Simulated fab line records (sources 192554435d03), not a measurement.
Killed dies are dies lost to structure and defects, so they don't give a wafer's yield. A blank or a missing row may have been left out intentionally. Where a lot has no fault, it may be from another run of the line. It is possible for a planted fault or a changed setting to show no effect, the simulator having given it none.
One fault seen from 2 desks || flow n5-finfet || every desk sees just its own numbers, and what lay behind them comes last

== DESK OF THE TOOL OWNER: implanter-02 ==
For each lot that ran on this tool, the mean over its sampled wafers that have a number, from the tool's own readings at N5_WELL_APT_IMPLANT_32. If a lot's mean is further than 4 standard deviations from the usual mean, the lot is out of limits and carries the mark OUT (the distance appears in the brackets).
Columns: A = dose-ions-cm2 at N5_WELL_APT_IMPLANT_32, usual 2.0003e+13; B = faraday-current-uA at N5_WELL_APT_IMPLANT_32, usual 253; C = tilt-deg at N5_WELL_APT_IMPLANT_32, usual 0.000 degrees
{"lot": "L900", "first seen here": "day 1 15:38", "A": 2.0014e+13, "B": 256, "C": -0.006}
{"lot": "L903", "first seen here": "day 2 09:35", "A": 2.0005e+13, "B": 256, "C": 0.020}
{"lot": "L904", "first seen here": "day 2 15:41", "A": 2.0011e+13, "B": 256, "C": -0.021}
{"lot": "L919", "first seen here": "day 6 09:52", "A": "3.0505e+13 (+99 or more) OUT", "B": "394 (+29) OUT", "C": -0.007}
{"lot": "L921", "first seen here": "day 6 21:23", "A": "3.0481e+13 (+99 or more) OUT", "B": "384 (+27) OUT", "C": 0.023}
This desk's verdict: out of limits on L919, L921, starting with L919 at day 6 09:52 (dose-ions-cm2 at N5_WELL_APT_IMPLANT_32). L900, L903, L904 stayed within limits.

== FROM THE METROLOGY DESK ==
Lot by lot, what the gauges showed, no matter which tool ran the lot: averages of those sampled wafers that carry a number. If a lot's mean is further than 4 standard deviations from the usual mean, the lot is out of limits and carries the mark OUT (the distance appears in the brackets). 7 of its 14 readings are shown: the first one out of limits and those lying furthest out on some lot.
Columns: A = cd-nm at N5_WELL_APT_CD_MEAS_08, usual 199.8 nm; B = CJ_N at N5_BEOL_M4_RC_MEAS_101, usual 4.36; C = DIBL_N at N5_BEOL_M4_RC_MEAS_101, usual 36.3 mV/V; D = DIBL_P at N5_BEOL_M4_RC_MEAS_101, usual 36.2 mV/V; E = IOFF_N_LONG at N5_BEOL_M4_RC_MEAS_101, usual 5.61e-05 nA/um; F = RS_PWELL at N5_BEOL_M4_RC_MEAS_101, usual 3006 ohm/sq; G = SS_N at N5_BEOL_M4_RC_MEAS_101, usual 71.4 mV/dec
{"lot": "L900", "first seen here": "day 1 13:47", "A": 200.7, "B": 4.44, "C": 35.3, "D": 34.8, "E": 5.51e-05, "F": 3015, "G": 71.5}
{"lot": "L901", "first seen here": "day 1 19:35", "A": 201.0, "B": 4.29, "C": 38.5, "D": 37.8, "E": 5.61e-05, "F": 2995, "G": 72.1}
{"lot": "L903", "first seen here": "day 2 08:04", "A": 199.3, "B": 4.36, "C": 37.4, "D": 37.2, "E": 5.80e-05, "F": 3016, "G": 71.4}
{"lot": "L904", "first seen here": "day 2 13:59", "A": 201.6, "B": 4.36, "C": 36.7, "D": 37.6, "E": 5.73e-05, "F": 3032, "G": 71.1}
{"lot": "L906", "first seen here": "day 3 02:01", "A": 199.2, "B": 4.44, "C": 38.2, "D": 36.7, "E": 5.01e-05, "F": 3010, "G": 71.6}
{"lot": "L908", "first seen here": "day 3 13:55", "A": 198.7, "B": 4.42, "C": 35.5, "D": 36.5, "E": 5.86e-05, "F": 3019, "G": 70.7}
{"lot": "L919", "first seen here": "day 6 07:49", "A": 200.4, "B": "5.44 (+13) OUT", "C": 34.5, "D": 33.8, "E": "6.90e-05 (+5.4) OUT", "F": 2934, "G": 70.6}
{"lot": "L921", "first seen here": "day 6 19:44", "A": 200.6, "B": "5.38 (+12) OUT", "C": 34.7, "D": 36.8, "E": "6.69e-05 (+4.5) OUT", "F": "2887 (-5.0) OUT", "G": 70.8}
{"lot": "L922", "first seen here": "day 7 01:55", "A": 197.7, "B": 4.46, "C": 36.7, "D": 37.2, "E": 5.50e-05, "F": 3015, "G": 71.9}
This desk's result: L919, L921 out of limits, first on L919 (CJ_N at N5_BEOL_M4_RC_MEAS_101), day 12 12:07. L900, L901, L903, L904, L906, L908, L922 stayed within limits.

== TAKEN TOGETHER ==
An alarm could have come from the tool owner's desk at day 6 09:52, on L919, L921.
At day 12 12:07 the metrology desk could have sounded an alarm, on L919, L921.
N5_WELL_APT_IMPLANT_32 was run on implanter-02 by each of the lots named.

== WHAT THE SIMULATOR PUT IN ==
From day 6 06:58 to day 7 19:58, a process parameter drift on implanter-02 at N5_WELL_APT_IMPLANT_32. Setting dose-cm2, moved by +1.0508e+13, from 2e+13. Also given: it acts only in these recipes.
Struck lots among those shown: L919, L921.
Time in hours from fault onset to the first out-of-limits reading at each desk: tool owner's desk 3, metrology desk 149.
